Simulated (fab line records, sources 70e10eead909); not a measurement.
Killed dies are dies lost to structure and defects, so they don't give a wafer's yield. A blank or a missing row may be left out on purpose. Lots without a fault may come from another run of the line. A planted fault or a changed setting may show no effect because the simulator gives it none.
fab line records | flow nand_harc
record lots=13 wafers=39 last_day=29
route steps=1302 shown P_GATE@142 END@1302
lots that met no fault: from a run of the same line without faults
start_h: hours from the record's first day to the start of the lot's first wafer shown | wait_h: hours since the lot's step before | " the same as in the row above | L1.1+2: a row that stands for several wafers | - no value, or no start given | * or withheld: withheld | < > ~ a bound
route shown NAME@n: a module of which the file shows steps, and the number in the route of the first | usual: mean/standard deviation of fault-free wafers | same: alike in all rows | chamber/n: place in a boat | sites: the reading at each site | _std_site: their standard deviation | _edge_site: outer sites' mean less inner sites' | radius_mm: how far each site lies from the wafer's centre | mask NAME#n: copy n | behind: the tool/chamber that last shaped the wafer | hold: why the lot was held/for how many hours/how that ended | device: the transistor (n, p or np) that didn't switch | end of line: the same wafers' tests at the end of the route | a step without rows: its recipe alone | killed: dies lost to structure and defects at the first sort, not the wafer's yield | map: a wafer's dies, x killed, . not, _ none there
set.NAME: the setting as run; set.NAME@STEP: as run at that earlier step | model.NAME: the simulator's own value behind a step, which no gauge read
steps of the route over a sample of lots; a table a step, a row a wafer
services: from which hour (start_h, from the record's first day; less than 0 if before it) a tool's chamber was out of use, for how many hours, and why
## steps
# step NHARC_P_GATE_OVL_MEAS_27
# usual overlay_x_nm=0.1/0.7 overlay_y_nm=0.2/0.86
# columns lot.wafer tool chamber start_h wait_h overlay_x_nm overlay_y_nm
L731.4 overlay-01 - 104.77 - 1.1 0.8
L731.5 " - " " 0.8 1.5
L731.6 " - " " 0.9 0.7
L732.3 overlay-02 - 105.41 - -0.6 -0.9
L732.4 " - " " -0.3 -1.6
L732.5 " - " " -0.4 -0.5
L735.2 overlay-02 - 137.67 - 1.1 0.3
L735.3 " - " " 0.6 0.0
L735.4 " - " " 1.1 0.2
L737.1 overlay-01 - 167.79 - 1.4 -0.3
L737.3 " - " " 1.0 -0.5
L737.6 " - " " 1.6 -0.3
L738.2 overlay-02 - 167.94 - -0.6 -0.9
L738.3 " - " " -0.1 -0.4
L738.6 " - " " -0.2 -0.7
L740.1 overlay-01 - 181.44 - -0.8 0.5
L740.2 " - " " -0.8 0.3
L740.6 " - " " -0.6 1.0
L741.3 overlay-01 - 193.96 - 0.2 0.4
L741.4 " - " " 0.3 0.2
L741.5 " - " " 0.6 0.5
L742.1 overlay-01 - 205.16 - -0.1 0.7
L742.4 " - " " -0.3 0.6
L742.6 " - " " -0.1 0.8
L743.1 overlay-01 - 211.60 - 0.2 0.8
L743.2 " - " " 0.1 0.9
L743.5 " - " " 0.4 0.1
L744.3 overlay-01 - 228.87 - 0.7 -0.7
L744.4 " - " " 0.4 -0.6
L744.5 " - " " 0.5 -0.5
L745.2 overlay-02 - 242.75 - 0.1 0.2
L745.4 " - " " -0.7 -0.1
L745.6 " - " " 0.2 0.8
L748.2 overlay-02 - 262.61 - -0.7 -0.2
L748.4 " - " " -0.9 -0.8
L748.6 " - " " -1.1 -0.7
L750.1 overlay-02 - 286.26 - 0.1 -0.9
L750.2 " - " " 0.0 -1.0
L750.4 " - " " 0.7 -1.0
# step NHARC_P_GATE_STRIP_75
# recipe power_w=1500 temp_c=250 chemistry=O2
# usual drypump_motor_current_A=5.7/0.66 heater_power_w=334/17
# columns lot.wafer tool chamber start_h wait_h drypump_motor_current_A heater_power_w rf_hours_counter_h
L731.4 plasma_asher-01 0 117.61 0.1 6.5 356 -
L731.6 " 1 " " 5.1 322 -
L731.5 " 0 " " 6.6 366 -
L732.4 plasma_asher-02 0 118.26 0.2 5.9 328 -
L732.3 " 1 " " 5.0 331 -
L732.5 " 0 " " 5.9 333 -
L735.2 plasma_asher-02 0 152.50 0.3 5.9 329 13
L735.3 " 0 " " 5.9 324 -
L735.4 " 1 " " 5.0 333 -
L737.1 plasma_asher-01 0 180.51 0.2 6.6 353 1
L737.3 " 1 " " 5.1 322 -
L737.6 " 1 " " 5.0 323 -
L738.2 plasma_asher-02 1 180.72 0.3 5.0 325 19
L738.3 " 0 " " 5.9 321 -
L738.6 " 1 " " 5.0 330 -
L740.1 plasma_asher-02 1 197.10 0.3 5.0 322 23
L740.2 " 0 " " 5.9 319 23
L740.6 " 1 " " 5.1 329 -
L741.4 plasma_asher-01 1 206.64 0.2 5.0 315 -
L741.3 " 0 " " 6.6 363 -
L741.5 " 0 " " 6.5 351 -
L742.1 plasma_asher-01 0 217.78 0.2 6.6 367 10
L742.4 " 0 " " 6.6 351 -
L742.6 " 1 " " 5.1 322 -
L743.1 plasma_asher-01 1 224.19 0.2 5.0 314 12
L743.2 " 0 " " 6.6 349 12
L743.5 " 1 " " 5.0 313 -
L744.3 plasma_asher-01 0 241.67 0.2 6.5 354 -
L744.4 " 1 " " 5.1 315 -
L744.5 " 1 " " 5.1 315 -
L745.2 plasma_asher-01 0 255.48 0.2 6.6 350 18
L745.4 " 1 " " 5.1 313 -
L745.6 " 0 " " 6.5 351 -
L748.2 plasma_asher-01 1 275.38 0.2 5.1 322 24
L748.4 " 0 " " 6.6 352 -
L748.6 " 0 " " 6.6 357 -
L750.2 plasma_asher-02 1 299.09 0.3 5.0 341 7
L750.1 " 0 " " 5.9 319 7
L750.4 " 1 " " 5.0 355 -
# step NHARC_P_GATE_PRE_CLEAN_110
# recipe time_s=30 bias_v=200 gas=Ar
# columns lot.wafer tool chamber start_h wait_h
L731.4+5+6 pvd_sputter-02 - 122.39 -
L732.3+4+5 pvd_sputter-01 - 123.15 -
L735.2+4+3 pvd_sputter-03 - 157.32 -
L737.1+3+6 pvd_sputter-03 - 185.18 -
L738.2+3+6 pvd_sputter-02 - 185.35 -
L740.2+1+6 pvd_sputter-02 - 201.90 -
L741.4+3+5 pvd_sputter-02 - 211.40 -
L742.1+4+6 pvd_sputter-03 - 222.42 -
L743.2+1+5 pvd_sputter-02 - 229.03 -
L744.3+4+5 pvd_sputter-03 - 246.53 -
L745.2+4+6 pvd_sputter-03 - 260.25 -
L748.4+2+6 pvd_sputter-03 - 280.10 -
L750.2+4+1 pvd_sputter-03 - 304.03 -
# step NHARC_P_GATE_RTA_80
# recipe temp_c=300 time_s=30
# usual lamp_power_pct=2.28/0.29 wafer_temp_C_max=301.0/0.33
# columns lot.wafer tool chamber start_h wait_h lamp_power_pct wafer_temp_C_max
L731.4 rtp_anneal-01 0 122.71 - 2.52 301.1
L731.5 " 0 " " 2.52 301.4
L731.6 " 0 " " 2.52 300.7
L732.3 rtp_anneal-01 0 123.46 - 2.52 300.9
L732.4 " 0 " " 2.53 301.1
L732.5 " 0 " " 2.52 300.8
L735.2 rtp_anneal-02 0 157.59 - 1.95 301.3
L735.3 " 0 " " 1.94 300.9
L735.4 " 0 " " 1.95 301.8
L737.1 rtp_anneal-02 0 185.43 - 1.95 301.3
L737.3 " 0 " " 1.95 301.1
L737.6 " 0 " " 1.95 301.5
L738.2 rtp_anneal-01 0 185.63 - 2.52 300.7
L738.3 " 0 " " 2.52 301.2
L738.6 " 0 " " 2.52 300.9
L740.1 rtp_anneal-02 0 202.15 - 1.95 301.2
L740.2 " 0 " " 1.95 301.0
L740.6 " 0 " " 1.95 301.3
L741.3 rtp_anneal-01 0 211.88 - 2.53 300.8
L741.4 " 0 " " 2.53 300.9
L741.5 " 0 " " 2.53 301.0
L742.1 rtp_anneal-01 0 222.67 - 2.52 300.5
L742.4 " 0 " " 2.52 301.0
L742.6 " 0 " " 2.52 300.6
L743.1 rtp_anneal-01 0 229.27 - 2.52 300.6
L743.2 " 0 " " 2.52 300.3
L743.5 " 0 " " 2.52 300.5
L744.3 rtp_anneal-02 0 247.13 - 1.95 301.2
L744.4 " 0 " " 1.95 301.3
L744.5 " 0 " " 1.95 301.2
L745.2 rtp_anneal-02 0 260.52 - 1.95 301.0
L745.4 " 0 " " 1.95 301.1
L745.6 " 0 " " 1.94 300.9
L748.2 rtp_anneal-02 0 280.38 - 1.94 301.4
L748.4 " 0 " " 1.95 301.1
L748.6 " 0 " " 1.95 300.8
L750.1 rtp_anneal-02 0 304.28 - 1.95 301.3
L750.2 " 0 " " 1.95 301.3
L750.4 " 0 " " 1.95 301.1
# step NHARC_P_GATE_INSPECT_68
# usual raw_defect_count=220/100
# columns lot.wafer tool chamber start_h wait_h hold raw_defect_count
L731.4 defect_inspect-02 - 123.29 0.1 - 255
L731.5 " - " " - 436
L731.6 " - " " - 231
L732.3 defect_inspect-01 - 124.06 0.1 - 203
L732.4 " - " " - 120
L732.5 " - " " - 225
L735.2 defect_inspect-02 - 158.22 0.1 - 107
L735.3 " - " " - 109
L735.4 " - " " - 155
L737.1 defect_inspect-02 - 186.08 0.2 - 233
L737.3 " - " " - 196
L737.6 " - " " - 221
L738.2 defect_inspect-02 - 186.26 0.1 - 150
L738.3 " - " " - 223
L738.6 " - " " - 337
L740.1 defect_inspect-01 - 203.64 1.0 - 385
L740.2 " - " " - 402
L740.6 " - " " - 512
L741.3 defect_inspect-02 - 212.49 0.1 - 166
L741.4 " - " " - 239
L741.5 " - " " - 171
L742.1 defect_inspect-01 - 223.35 0.2 - 303
L742.4 " - " " - 271
L742.6 " - " " - 598
L743.1 defect_inspect-01 - 229.93 0.2 - 162
L743.2 " - " " - 270
L743.5 " - " " - 216
L744.3 defect_inspect-02 - 247.74 0.1 - 147
L744.4 " - " " - 128
L744.5 " - " " - 165
L745.2 defect_inspect-01 - 261.16 0.1 - 151
L745.4 " - " " - 211
L745.6 " - " " - 195
L748.2 defect_inspect-01 - 281.01 0.1 await_dispo/0.2h/release 565
L748.4 " - " " await_dispo/0.2h/release 543
L748.6 " - " " await_dispo/0.2h/release 573
L748.2 defect_inspect-01 - 281.18 0.2 - 570
L748.4 " - " " - 560
L748.6 " - " " - 571
L750.1 defect_inspect-02 - 304.98 0.2 await_dispo/0.2h/release 731
L750.2 " - " " await_dispo/0.2h/release 747
L750.4 " - " " await_dispo/0.2h/release 648
L750.1 defect_inspect-02 - 305.15 0.2 - 724
L750.2 " - " " - 770
L750.4 " - " " - 648
# step NHARC_END_SORT_01
# recipe temp_c=25
# usual defect_limited_yield=91.6/2.4 killed_at_array=52/16 killed_at_other=0.8/0.98 killed_at_periphery=4.2/2.9 killed_dies=57/16 killed_open=3.3/1.9 killed_short=2.5/1.5 sort_bin_2_pct=3.0/1 sort_bin_3_pct=0.6/0.31 sort_bin_4_pct=4.8/1.5 sort_n_pass=620/16 sort_rim_yield_pct=90/4.1 sort_yield_pct=91.6/2.4
# same gross_dies=677 sort_bin_5_pct[%]=0 sort_bin_6_pct[%]=0 sort_bin_7_pct[%]=0 sort_bin_8_pct[%]=0 sort_rim_n_gross=106.00
# columns lot.wafer tool chamber start_h wait_h defect_limited_yield[%] killed_at_array killed_at_other killed_at_periphery killed_dies killed_open killed_short sort_bin_2_pct[%] sort_bin_3_pct[%] sort_bin_4_pct[%] sort_n_pass sort_rim_yield_pct[%] sort_yield_pct[%]
L731.4 prober-02 0 582.25 3.4 94.8 27 0 8 35 4 1 2.1 0.1 3.0 642 91 94.8
L731.5 prober-02 0 583.05 3.7 94.5 30 0 7 37 1 7 1.6 0.3 3.5 640 92 94.5
L731.6 prober-02 0 583.85 4.0 96.0 26 0 1 27 2 1 0.7 0.6 2.7 650 93 96.0
L745.2 prober-01 0 695.03 2.8 92.6 47 1 2 50 2 2 3.2 0.3 3.8 627 85 92.6
L745.4 prober-01 0 696.62 3.4 91.6 54 0 3 57 5 1 2.8 0.1 5.5 620 91 91.6
L745.6 prober-01 0 698.21 4.0 93.4 41 0 4 45 4 0 1.9 0.6 4.1 632 91 93.4
L744.3 prober-01 0 703.62 3.1 91.3 54 1 4 59 1 1 3.7 0.3 4.7 618 89 91.3
L744.4 prober-01 0 704.43 3.4 89.5 64 1 6 71 6 3 3.1 0.9 6.5 606 92 89.5
L744.5 prober-01 0 705.25 3.7 91.9 49 1 5 55 5 4 2.8 0.3 5.0 622 90 91.9
# killed by level:class
L731.4 A_CHANNEL_HOLE_D2:chamber_film_flake=20 P_GATE:chamber_film_flake=5 P_GATE:geometric_particle:open=2 A_CHANNEL_HOLE_D1:chamber_film_flake=2 P_CONTACT:geometric_particle:open=1 A_ONON_D1:geometric_particle:open=1 A_CHANNEL_HOLE_D1:geometric_particle:short=1 A_CONTACT:chamber_film_flake=1
L731.5 A_CHANNEL_HOLE_D2:chamber_film_flake=17 P_GATE:chamber_film_flake=5 A_DECK1_JOINT:geometric_particle:short=4 A_CHANNEL_HOLE_D1:chamber_film_flake=2 A_WL_FILL:chamber_film_flake=2 A_CHANNEL_HOLE_D2:geometric_particle:short=1 A_CHANNEL_FILL_D2:geometric_particle:short=1 A_WL_FILL:geometric_particle:open=1
L731.6 A_CHANNEL_HOLE_D2:chamber_film_flake=20 A_CHANNEL_HOLE_D1:chamber_film_flake=2 A_CHANNEL_FILL_D1:geometric_particle:open=1 A_DECK1_JOINT:geometric_particle:open=1 A_M1:geometric_particle:short=1 P_GATE:chamber_film_flake=1 A_DECK1_JOINT:chamber_film_flake=1
L745.2 A_CHANNEL_HOLE_D1:chamber_film_flake=28 A_STAIRCASE:chamber_film_flake=4 A_SLIT:chamber_film_flake=3 A_WL_FILL:chamber_film_flake=3 A_CONTACT:chamber_film_flake=3 A_ONON_D1:geometric_particle:open=1 A_WL_FILL:geometric_particle:short=1 A_WL_FILL:geometric_particle:open=1
L745.4 A_CHANNEL_HOLE_D1:chamber_film_flake=39 A_STAIRCASE:chamber_film_flake=4 A_SLIT:chamber_film_flake=3 A_M0:geometric_particle:open=2 A_CONTACT:chamber_film_flake=2 P_M0:geometric_particle:open=1 A_WL_FILL:geometric_particle:short=1 A_BLC:geometric_particle:open=1
L745.6 A_CHANNEL_HOLE_D1:chamber_film_flake=22 A_STAIRCASE:chamber_film_flake=6 A_CONTACT:chamber_film_flake=3 A_CHANNEL_HOLE_D1:geometric_particle:open=2 P_ZERO_WELL:chamber_film_flake=2 A_DECK1_JOINT:chamber_film_flake=2 A_SLIT:chamber_film_flake=2 P_M1:geometric_particle:open=1
L744.3 A_CHANNEL_HOLE_D2:chamber_film_flake=22 A_SLIT:chamber_film_flake=21 A_CHANNEL_HOLE_D1:chamber_film_flake=6 P_GATE:chamber_film_flake=2 A_STAIRCASE:chamber_film_flake=2 A_CHANNEL_HOLE_D1:geometric_particle:short=1 A_CHANNEL_FILL_D2:geometric_particle:open=1 P_CONTACT:chamber_film_flake=1
L744.4 A_SLIT:chamber_film_flake=30 A_CHANNEL_HOLE_D2:chamber_film_flake=17 A_CHANNEL_HOLE_D1:chamber_film_flake=6 P_CONTACT:chamber_film_flake=4 A_STAIRCASE:chamber_film_flake=3 A_M0:geometric_particle:open=2 P_M0:geometric_particle:open=1 P_M0:geometric_particle:short=1
L744.5 A_SLIT:chamber_film_flake=24 A_CHANNEL_HOLE_D1:chamber_film_flake=6 A_CHANNEL_HOLE_D2:chamber_film_flake=6 A_STAIRCASE:chamber_film_flake=5 P_CONTACT:chamber_film_flake=3 A_WL_FILL:geometric_particle:short=2 P_CONTACT:geometric_particle:open=1 A_CHANNEL_FILL_D1:geometric_particle:open=1
## services
# columns tool chamber start_h hours kind
pvd_sputter-03 - 94.53 6.3 repair
pvd_sputter-02 - 104.00 10.0 pm
plasma_asher-01 - 165.14 9.0 pm
plasma_asher-01 0 165.14 9.0 vent_cycle
plasma_asher-01 1 165.14 9.0 vent_cycle
plasma_asher-01 0 174.14 - clean
plasma_asher-01 1 174.14 - clean
pvd_sputter-01 - 205.66 10.1 repair
pvd_sputter-03 - 209.34 10.0 pm
pvd_sputter-01 - 226.00 10.0 pm
plasma_asher-02 - 249.36 9.0 pm
plasma_asher-02 0 249.36 9.0 vent_cycle
plasma_asher-02 1 249.36 9.0 vent_cycle
plasma_asher-02 0 258.36 - clean
plasma_asher-02 1 258.36 - clean
pvd_sputter-02 - 282.06 10.0 pm
plasma_asher-02 - 290.74 4.1 repair
## key
first_sign step=NHARC_P_GATE_INSPECT_68 reading=visit direction=added
effect step=NHARC_P_GATE_INSPECT_68 reading=raw_defect_count direction=up sigmas=4.1 usual=220 struck=634
met_at NHARC_P_GATE_PRE_CLEAN_110
struck_lots L748,L750
scrapped_behind NHARC_P_CONTACT_INSPECT_14 L748.2,L748.4,L748.6,L750.1,L750.2,L750.4
not_acting_at NHARC_P_GATE_OVL_MEAS_27,NHARC_P_GATE_STRIP_75,NHARC_P_GATE_RTA_80
onset_between 260.25 280.10
also_fits time
fault kind=chamber_particle_source tool=pvd_sputter-03 chamber=- onset_h=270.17 steps=NHARC_P_GATE_PRE_CLEAN_110 rate_per_visit_cm2=0.71441 end_h=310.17
